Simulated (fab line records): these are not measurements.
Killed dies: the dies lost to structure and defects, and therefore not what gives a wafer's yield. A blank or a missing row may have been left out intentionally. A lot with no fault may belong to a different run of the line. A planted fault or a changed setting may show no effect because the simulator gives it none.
The tool behind it: which one? | flow nandHarc | 24 lots, 72 wafers sampled, at 6 steps of a route of 1302

## WHAT THE GAUGES SHOWED, per wafer
The record holds no reading of a measuring or inspecting step that can be judged against a usual standard deviation.

## WHAT TOOL EACH LOT RAN ON (gives the tool, then ch and the chambers of the sampled wafers, and finally the start)
lot  | NHARC_A_CONTACT_ETCH_122           | NHARC_A_CONTACT_ETCH_123           | NHARC_A_CONTACT_STRIP_55                     | NHARC_A_CONTACT_ETCH_126           | NHARC_A_CONTACT_ETCH_129           | NHARC_A_CONTACT_ETCH_131
L074 | harCapEtch-03 ch 0,1, day 20 16:58 | harCapEtch-03 ch 0,1, day 20 17:08 | rieDiel-01 ch 1,2, day 21 01:41 or earlier   | harCapEtch-02 ch 0,1, day 21 01:41 | harCapEtch-02 ch 0,1, day 21 02:13 | harCapEtch-02 ch 0,1, day 21 02:35
L076 | harCapEtch-02 ch 0,1, day 22 00:50 | harCapEtch-02 ch 0,1, day 22 01:01 | rieDiel-01 ch 1,3, day 22 09:05 or earlier   | harCapEtch-03 ch 0,1, day 22 09:05 | harCapEtch-03 ch 0,1, day 22 09:37 | harCapEtch-03 ch 0,1, day 22 09:58
L075 | harCapEtch-03 ch 0,1, day 22 02:22 | harCapEtch-03 ch 0,1, day 22 02:36 | rieDiel-06 ch 0,1,2, day 22 10:43 or earlier | harCapEtch-02 ch 1, day 22 10:43   | harCapEtch-02 ch 1, day 22 11:15   | harCapEtch-02 ch 1, day 22 11:36
L077 | harCapEtch-02 ch 0,1, day 22 05:17 | harCapEtch-02 ch 0,1, day 22 05:27 | rieDiel-06 ch 0,1,3, day 22 13:44 or earlier | harCapEtch-01 ch 0,1, day 22 13:44 | harCapEtch-01 ch 0,1, day 22 14:16 | harCapEtch-01 ch 0,1, day 22 14:37
L079 | harCapEtch-03 ch 0, day 23 03:11   | harCapEtch-03 ch 0, day 23 03:21   | rieDiel-06 ch 0,3, day 23 11:57 or earlier   | harCapEtch-01 ch 0,1, day 23 11:57 | harCapEtch-01 ch 0,1, day 23 12:29 | harCapEtch-01 ch 0,1, day 23 12:50
L078 | harCapEtch-02 ch 0,1, day 23 03:20 | harCapEtch-02 ch 0,1, day 23 03:30 | rieDiel-01 ch 0,1,2, day 23 12:36 or earlier | harCapEtch-03 ch 0,1, day 23 12:36 | harCapEtch-03 ch 0,1, day 23 13:08 | harCapEtch-03 ch 0,1, day 23 13:29
L080 | harCapEtch-03 ch 0,1, day 23 22:25 | harCapEtch-03 ch 0,1, day 23 22:35 | rieDiel-06 ch 1,2, day 24 07:45 or earlier   | harCapEtch-02 ch 0,1, day 24 07:45 | harCapEtch-02 ch 0,1, day 24 08:17 | harCapEtch-02 ch 0,1, day 24 08:38
L081 | harCapEtch-01 ch 0,1, day 24 14:31 | harCapEtch-01 ch 0,1, day 24 14:41 | rieDiel-01 ch 0,2,3, day 25 01:44 or earlier | harCapEtch-03 ch 1, day 25 01:44   | harCapEtch-03 ch 1, day 25 02:16   | harCapEtch-03 ch 1, day 25 02:37
L082 | harCapEtch-03 ch 0,1, day 24 16:28 | harCapEtch-03 ch 0,1, day 24 16:42 | rieDiel-04 ch 2,3, day 25 01:01 or earlier   | harCapEtch-02 ch 1, day 25 01:01   | harCapEtch-02 ch 1, day 25 01:32   | harCapEtch-02 ch 1, day 25 01:54
L083 | harCapEtch-01 ch 0,1, day 25 00:25 | harCapEtch-01 ch 0,1, day 25 00:35 | rieDiel-04 ch 0,1,3, day 25 08:46 or earlier | harCapEtch-01 ch 0,1, day 25 08:46 | harCapEtch-01 ch 0,1, day 25 09:18 | harCapEtch-01 ch 0,1, day 25 09:39
L086 | harCapEtch-01 ch 1, day 25 21:22   | harCapEtch-01 ch 1, day 25 21:32   | rieDiel-06 ch 1,3, day 26 06:00 or earlier   | harCapEtch-02 ch 0, day 26 06:00   | harCapEtch-02 ch 0, day 26 06:31   | harCapEtch-02 ch 0, day 26 06:53
L084 | harCapEtch-02 ch 0,1, day 25 21:44 | harCapEtch-02 ch 0,1, day 25 22:01 | rieDiel-01 ch 0,1,2, day 26 07:05 or earlier | harCapEtch-03 ch 0,1, day 26 07:05 | harCapEtch-03 ch 0,1, day 26 07:37 | harCapEtch-03 ch 0,1, day 26 07:58
L085 | harCapEtch-03 ch 0,1, day 25 22:16 | harCapEtch-03 ch 0,1, day 25 22:26 | rieDiel-04 ch 1,2,3, day 26 09:37 or earlier | harCapEtch-01 ch 0,1, day 26 09:37 | harCapEtch-01 ch 0,1, day 26 10:09 | harCapEtch-01 ch 0,1, day 26 10:31
L089 | harCapEtch-02 ch 0,1, day 27 04:12 | harCapEtch-02 ch 0,1, day 27 04:26 | rieDiel-04 ch 0,2, day 27 12:38 or earlier   | harCapEtch-02 ch 1, day 27 12:38   | harCapEtch-02 ch 1, day 27 13:11   | harCapEtch-02 ch 1, day 27 13:32
L088 | harCapEtch-03 ch 0,1, day 27 05:08 | harCapEtch-03 ch 0,1, day 27 05:18 | rieDiel-04 ch 0,2, day 27 13:36 or earlier   | harCapEtch-03 ch 0,1, day 27 13:36 | harCapEtch-03 ch 0,1, day 27 14:08 | harCapEtch-03 ch 0,1, day 27 14:29
L087 | harCapEtch-01 ch 0,1, day 27 10:20 | harCapEtch-01 ch 0,1, day 27 10:41 | rieDiel-01 ch 0,2,3, day 27 18:46 or earlier | harCapEtch-03 ch 0,1, day 27 18:46 | harCapEtch-03 ch 0,1, day 27 19:18 | harCapEtch-03 ch 0,1, day 27 19:39
L091 | harCapEtch-01 ch 0, day 27 19:13   | harCapEtch-01 ch 0, day 27 19:27   | rieDiel-01 ch 1,2,3, day 28 04:15 or earlier | harCapEtch-01 ch 0,1, day 28 04:15 | harCapEtch-01 ch 0,1, day 28 04:47 | harCapEtch-01 ch 0,1, day 28 05:08
L090 | harCapEtch-02 ch 0,1, day 27 19:29 | harCapEtch-02 ch 0,1, day 27 19:43 | rieDiel-06 ch 0,1,2, day 28 04:53 or earlier | harCapEtch-02 ch 0,1, day 28 04:53 | harCapEtch-02 ch 0,1, day 28 05:25 | harCapEtch-02 ch 0,1, day 28 05:46
L093 | harCapEtch-02 ch 0,1, day 29 02:08 | harCapEtch-02 ch 0,1, day 29 03:37 | rieDiel-04 ch 0,1,3, day 29 12:35 or earlier | harCapEtch-01 ch 0,1, day 29 12:35 | harCapEtch-01 ch 0,1, day 29 13:07 | harCapEtch-01 ch 0,1, day 29 13:28
L092 | harCapEtch-03 ch 0,1, day 29 05:07 | harCapEtch-03 ch 0,1, day 29 05:17 | rieDiel-06 ch 0,1, day 29 13:44 or earlier   | harCapEtch-02 ch 0,1, day 29 13:44 | harCapEtch-02 ch 0,1, day 29 14:16 | harCapEtch-02 ch 0,1, day 29 14:38
L095 | harCapEtch-03 ch 0, day 29 19:41   | harCapEtch-03 ch 0, day 29 19:55   | rieDiel-06 ch 0,1,3, day 30 04:53 or earlier | harCapEtch-01 ch 0,1, day 30 04:53 | harCapEtch-01 ch 0,1, day 30 05:36 | harCapEtch-01 ch 0,1, day 30 06:04
L094 | harCapEtch-03 ch 0, day 30 03:06   | harCapEtch-03 ch 0, day 30 03:24   | rieDiel-04 ch 1,3, day 30 12:49 or earlier   | harCapEtch-02 ch 0,1, day 30 12:49 | harCapEtch-02 ch 0,1, day 30 13:20 | harCapEtch-02 ch 0,1, day 30 13:41
L096 | harCapEtch-03 ch 0,1, day 30 14:53 | harCapEtch-03 ch 0,1, day 30 15:03 | rieDiel-01 ch 1,2,3, day 31 00:48 or earlier | harCapEtch-03 ch 0,1, day 31 00:48 | harCapEtch-03 ch 0,1, day 31 01:31 | harCapEtch-03 ch 0,1, day 31 01:59
L097 | harCapEtch-02 ch 0,1, day 31 01:20 | harCapEtch-02 ch 0,1, day 31 01:41 | rieDiel-04 ch 0,1,3, day 31 13:17 or earlier | harCapEtch-02 ch 0,1, day 31 13:17 | harCapEtch-02 ch 0,1, day 31 13:49 | harCapEtch-02 ch 0,1, day 31 14:10
- NHARC_A_CONTACT_ETCH_122: etches the open film in C4F8/O2/Ar, time 190 s, target depth 1850 nm.
- NHARC_A_CONTACT_ETCH_123: etches the open film in C4F8/O2/Ar, time 490 s, target depth 2110 nm.
- NHARC_A_CONTACT_STRIP_55: strips in O2.
- NHARC_A_CONTACT_ETCH_126: etches the open film in C4F8/O2/Ar, time 197 s, target depth 1918 nm.
- NHARC_A_CONTACT_ETCH_129: etches the open film in C4F8/O2/Ar, time 197 s, target depth 1918 nm.
- NHARC_A_CONTACT_ETCH_131: etches the open film in C4F8/O2/Ar, time 197 s, target depth 1918 nm.

## WHAT THE TOOLS THEMSELVES READ (means of the sampled wafers that have a number; where no wafer has one, the mark that the record gives instead)
NHARC_A_CONTACT_STRIP_55.
lot  | tool       | drypumpMotorCurrentA (A) | oesProductAu (a.u.) | rfVppV (V) | showerheadPlenumPTorr (Torr) | throttleValvePct (%)
L074 | rieDiel-01 | 6.1                      | 0.991               | 57.3       | 3.52                         | 17.045
L076 | rieDiel-01 | 5.5                      | 1.005               | 57.9       | 3.41                         | 17.027
L075 | rieDiel-06 | 5.4                      | 0.997               | 57.6       | 3.57                         | 17.037
L077 | rieDiel-06 | 5.9                      | 0.999               | 57.8       | 3.68                         | 17.035
L079 | rieDiel-06 | 6.2                      | 1.023               | 58.3       | 3.75                         | 17.045
L078 | rieDiel-01 | 6.0                      | 0.990               | 57.4       | 3.51                         | 17.034
L080 | rieDiel-06 | 5.4                      | 1.002               | 58.7       | 3.54                         | 17.042
L081 | rieDiel-01 | 5.4                      | 0.995               | 57.7       | 3.43                         | 17.036
L082 | rieDiel-04 | 5.8                      | 0.986               | 57.5       | 3.32                         | 17.034
L083 | rieDiel-04 | 6.1                      | 1.001               | 58.9       | 3.48                         | 17.031
L086 | rieDiel-06 | 6.2                      | 1.005               | 57.5       | 3.71                         | 17.037
L084 | rieDiel-01 | 6.0                      | 1.011               | 57.5       | 3.50                         | 17.030
L085 | rieDiel-04 | 5.8                      | 0.999               | 57.3       | 3.35                         | 17.043
L089 | rieDiel-04 | 6.1                      | 1.005               | 58.4       | 3.42                         | 17.040
L088 | rieDiel-04 | 6.1                      | 1.002               | 57.7       | 3.42                         | 17.036
L087 | rieDiel-01 | 5.4                      | 0.989               | 57.6       | 3.42                         | 17.037
L091 | rieDiel-01 | 5.8                      | 1.003               | 57.7       | 3.44                         | 17.038
L090 | rieDiel-06 | 5.4                      | 0.997               | 57.9       | 3.54                         | 17.036
L093 | rieDiel-04 | 6.1                      | 0.999               | 56.8       | 3.48                         | 17.033
L092 | rieDiel-06 | 5.5                      | 0.993               | 58.3       | 3.58                         | 17.052
L095 | rieDiel-06 | 5.9                      | 1.012               | 57.7       | 3.65                         | 17.040
L094 | rieDiel-04 | 5.8                      | 0.984               | 57.2       | 3.36                         | 17.023
L096 | rieDiel-01 | 5.8                      | 1.000               | 56.8       | 3.42                         | 17.043
L097 | rieDiel-04 | 6.1                      | 1.004               | 57.4       | 3.47                         | 17.039

## THE ANSWER, worked out from the rows above alone
Rule: the lots themselves supply what counts as usual. Put in order of their means at a reading, lots are off if they are a third of the lots or fewer, leave a main group of 4 or more, and stand apart from it by a gap of 3 or more times the standard deviation of the main group's means; of several such gaps the widest counts. A main group is skipped when, at the precision printed for the reading in the tables above, its means are all equal. Also off: a lot with no number at a reading for which 4 or more lots have one. The other lots that the step has rows for count as sound. Order of review: gauges by route order, followed by the tools' own readings, for which a lot's mean as printed above is used. At the first step where some lot is off, the reading lying furthest off is the one used; lots without a number count as furthest.
Across all readings shown, no lot is off: no conclusion can be drawn from this.

## WHAT THE SIMULATOR HAD INSERTED
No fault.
